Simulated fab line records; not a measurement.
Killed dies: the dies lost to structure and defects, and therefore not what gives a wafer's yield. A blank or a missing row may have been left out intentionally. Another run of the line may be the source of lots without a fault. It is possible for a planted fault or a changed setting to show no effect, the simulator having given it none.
Split-lot study + flow n5Finfet + route with 1938 steps; 7 lots, 21 wafers read

THE SPLIT
At N5_SD_EPI_N_EPI_21 (deposits Si:P, time 690 s), the setting timeS was moved away from the recipe's 690 s on 10 of the 21 wafers read, by -8.1% to +18.9%. For the rest of the wafers, this setting stayed at what the recipe calls for.

FROM THE SPLIT TO THE READING: what the file shows between them, 4 steps
- N5_SD_EPI_N_EPI_MEAS_23
- N5_SD_EPI_N_PRECLEAN_24: cleans in O3/DIW, time 60 s
- N5_SD_EPI_N_SRD_25: time 30 s
- N5_SD_EPI_P_EPI_21: deposits SiGe:B, time 355 s

THE READING
Si-P_of_SD_EPI_N_EPI_21.thkNm (the simulator's own value, which no gauge read), in nm, at N5_SD_EPI_P_HM_STRIP_48 (strips SiNx in H3PO4, material SiNx, target depth 3 nm). No usual value for it is given in the file. Average 59.1 nm, standard deviation 0.51 nm, over the 11 wafers here run with the recipe.

| wafer  | tool, chamber at the split | timeS as run, s | against the recipe | Si-P_of_SD_EPI_N_EPI_21.thkNm, nm | against lot-mates on the recipe |
|--------|----------------------------|-----------------|--------------------|-----------------------------------|---------------------------------|
| L075.1 | epiRpcvd-01, 0             | 690             | recipe             | 59                                | -                               |
| L075.3 | epiRpcvd-01, 0             | 690             | recipe             | 58.6                              | -                               |
| L075.6 | epiRpcvd-01, 0             | 792.3           | +14.8%             | 65                                | +6.2                            |
| L076.1 | epiRpcvd-01, 0             | 732             | +6.1%              | 62.2                              | +3.0                            |
| L076.2 | epiRpcvd-01, 0             | 690             | recipe             | 59.2                              | -                               |
| L076.6 | epiRpcvd-01, 0             | 732             | +6.1%              | 61.6                              | +2.4                            |
| L085.4 | epiRpcvd-01, 0             | 820.5           | +18.9%             | 66.2                              | no lot-mate on the recipe       |
| L085.5 | epiRpcvd-01, 0             | 820.5           | +18.9%             | 65.4                              | no lot-mate on the recipe       |
| L085.6 | epiRpcvd-01, 0             | 820.5           | +18.9%             | 65                                | no lot-mate on the recipe       |
| L091.4 | epiRpcvd-01, 0             | 765.3           | +10.9%             | 61.8                              | +3.8                            |
| L091.6 | epiRpcvd-01, 0             | 765.3           | +10.9%             | 61.8                              | +3.8                            |
| L091.5 | epiRpcvd-01, 0             | 690             | recipe             | 58                                | -                               |
| L094.1 | epiRpcvd-04, 0             | 690             | recipe             | 59.8                              | -                               |
| L094.2 | epiRpcvd-04, 0             | 690             | recipe             | 59                                | -                               |
| L094.3 | epiRpcvd-04, 0             | 726             | +5.2%              | 62                                | +2.6                            |
| L095.2 | epiRpcvd-04, 0             | 690             | recipe             | 59.2                              | -                               |
| L095.3 | epiRpcvd-04, 0             | 634.3           | -8.1%              | 56.4                              | -2.7                            |
| L095.6 | epiRpcvd-04, 0             | 690             | recipe             | 59                                | -                               |
| L097.1 | epiRpcvd-04, 0             | 690             | recipe             | 59.6                              | -                               |
| L097.3 | epiRpcvd-04, 0             | 690             | recipe             | 59.4                              | -                               |
| L097.4 | epiRpcvd-04, 0             | 690             | recipe             | 59.8                              | -                               |

THE FIT
A straight line over all 21 wafers: Si-P_of_SD_EPI_N_EPI_21.thkNm changes by +0.336 nm for each +1% of timeS; r = +0.97; the points scatter about the line by 0.68 nm.
The same after taking each lot's own level away (the mean of its wafers on the recipe; 18 wafers): +0.383 nm for each +1%; r = +0.99; scatter 0.34 nm.
That fit puts the effect of the largest move of timeS on the reading at 7.2 nm.
Measured against the standard deviation above, the lots' own levels, which go from 58.00 to 59.60 nm, span 3.2 times it.
So the lot-to-lot level changes the slope: the two fits differ.
Check: with one of the wafers moved furthest among these (+14.8%) left out of the fit, the line predicts +5.53 nm for it against its lot-mates. It came out at +6.2 nm against them.

THE OTHER SPLITS THESE WAFERS WENT THROUGH
These wafers also went through other splits before the reading. Each is held against what the fit with the lots' levels taken away leaves over:
| other split on the same wafers          | wafers away from the commonest value | r with Si-P_of_SD_EPI_N_EPI_21.thkNm (lot level and that fit taken away) |
|-----------------------------------------|--------------------------------------|--------------------------------------------------------------------------|
| N5_WELL_APT_COAT_02 spinRpm             | 4                                    | -0.25                                                                    |
| N5_PMOS_HMC_CHANNEL_EPI_PEB_07 pebTempC | 7                                    | +0.14                                                                    |
| N5_DUMMY_GATE_ETCH_32 timeS             | 7                                    | +0.05                                                                    |
| N5_DUMMY_GATE_ETCH_44 targetDepthA      | 10                                   | +0.19                                                                    |

THE WHOLE CHAIN: every reading that the file lists as answering this split, in the file's order
| step                    | what it does                                           | reading                                                                        | change (the file's fit)               | r (the file's) |
|-------------------------|--------------------------------------------------------|--------------------------------------------------------------------------------|---------------------------------------|----------------|
| N5_SD_EPI_N_EPI_21      | deposits Si:P, time 690 s                              | Si-P_of_SD_EPI_N_EPI_21.thkNm (the simulator's own value, which no gauge read) | +0.39 nm for each +1% of the setting  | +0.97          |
| N5_SD_EPI_N_EPI_MEAS_23 |                                                        | thkNm                                                                          | withheld for each +1% of the setting  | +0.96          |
| N5_SD_EPI_P_HM_STRIP_48 | strips SiNx in H3PO4, material SiNx, target depth 3 nm | Si-P_of_SD_EPI_N_EPI_21.thkNm (the simulator's own value, which no gauge read) | +0.395 nm for each +1% of the setting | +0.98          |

FILE'S OWN FIT
Si-P_of_SD_EPI_N_EPI_21.thkNm changes by +0.395 nm for each +1% of timeS, r = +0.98.
